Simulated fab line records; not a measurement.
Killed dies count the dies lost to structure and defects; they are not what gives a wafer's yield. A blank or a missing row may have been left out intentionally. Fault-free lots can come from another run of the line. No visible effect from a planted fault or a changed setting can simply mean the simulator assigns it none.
Chamber matching / flow nand harc / ald hk-02 running NHARC_A_CHANNEL_FILL_D2_ALD_14: 4 sister chambers
The step deposits SiO2, target thk 2.5 nm, pulse time 10 s, ald cycles 25. 8 wafers are shown with their chamber, then 12 later ones without.

## WAFERS PAIRED WITH THEIR CHAMBERS
wafer=L085.3; chamber=0; heater power w (W)=396; precursor pulse height rel=1.009
wafer=L085.6; chamber=3; heater power w (W)=486; precursor pulse height rel=1.022
wafer=L086.2; chamber=0; heater power w (W)=377; precursor pulse height rel=0.986
wafer=L086.3; chamber=1; heater power w (W)=473; precursor pulse height rel=1.014
wafer=L086.4; chamber=2; heater power w (W)=496; precursor pulse height rel=0.993
wafer=L087.2; chamber=3; heater power w (W)=482; precursor pulse height rel=1.003
wafer=L087.3; chamber=2; heater power w (W)=478; precursor pulse height rel=1.016
wafer=L087.6; chamber=1; heater power w (W)=462; precursor pulse height rel=0.993

## WAFERS WITH NO CHAMBER GIVEN
wafer=L093.2; heater power w (W)=389; precursor pulse height rel=1.002
wafer=L093.3; heater power w (W)=483; precursor pulse height rel=0.993
wafer=L093.5; heater power w (W)=471; precursor pulse height rel=1.012
wafer=L093.1; heater power w (W)=467; precursor pulse height rel=1.009
wafer=L093.4; heater power w (W)=479; precursor pulse height rel=1.037
wafer=L093.6; heater power w (W)=481; precursor pulse height rel=1.015
wafer=L094.1; heater power w (W)=484; precursor pulse height rel=0.962
wafer=L094.3; heater power w (W)=384; precursor pulse height rel=1.006
wafer=L094.4; heater power w (W)=481; precursor pulse height rel=0.988
wafer=L095.3; heater power w (W)=489; precursor pulse height rel=1.036
wafer=L095.5; heater power w (W)=492; precursor pulse height rel=1.010
wafer=L095.6; heater power w (W)=391; precursor pulse height rel=1.015

## CHAMBER TAKEN BY EACH
wafer=L093.2; from the rows above=0; in truth=0
wafer=L093.3; from the rows above=can't be placed: 2 or 3 or 1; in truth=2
wafer=L093.5; from the rows above=can't be placed: 1 or 3 or 2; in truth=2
wafer=L093.1; from the rows above=can't be placed: 1 or 3 or 2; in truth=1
wafer=L093.4; from the rows above=can't be placed: 3 or 2 or 1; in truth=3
wafer=L093.6; from the rows above=can't be placed: 3 or 2 or 1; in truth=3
wafer=L094.1; from the rows above=can't be placed: 2 or 1 or 3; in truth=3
wafer=L094.3; from the rows above=0; in truth=0
wafer=L094.4; from the rows above=can't be placed: 2 or 3 or 1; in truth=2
wafer=L095.3; from the rows above=can't be placed: 3 or 2 or 1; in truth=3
wafer=L095.5; from the rows above=can't be placed: 2 or 3 or 1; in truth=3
wafer=L095.6; from the rows above=0; in truth=0
Placed correctly: 3 of 12. Unplaceable from these rows: 9, with the true chamber sitting among the candidates in 9. 0 placed wrongly.
How it was worked out, from the rows above alone: a wafer's distance from a chamber is the root of the sum, over the readings, of the square of ((its reading less the chamber's mean) divided by the reading's scatter). The wafer belongs to the nearest chamber; if the next one is less than 2 further off, it can't be placed. For every chamber, the mean is computed from those of its wafers that are shown. The scatter: the root of (the sum of the squares of (reading less its chamber's mean) over the shown wafers, divided by (wafers less chambers)).
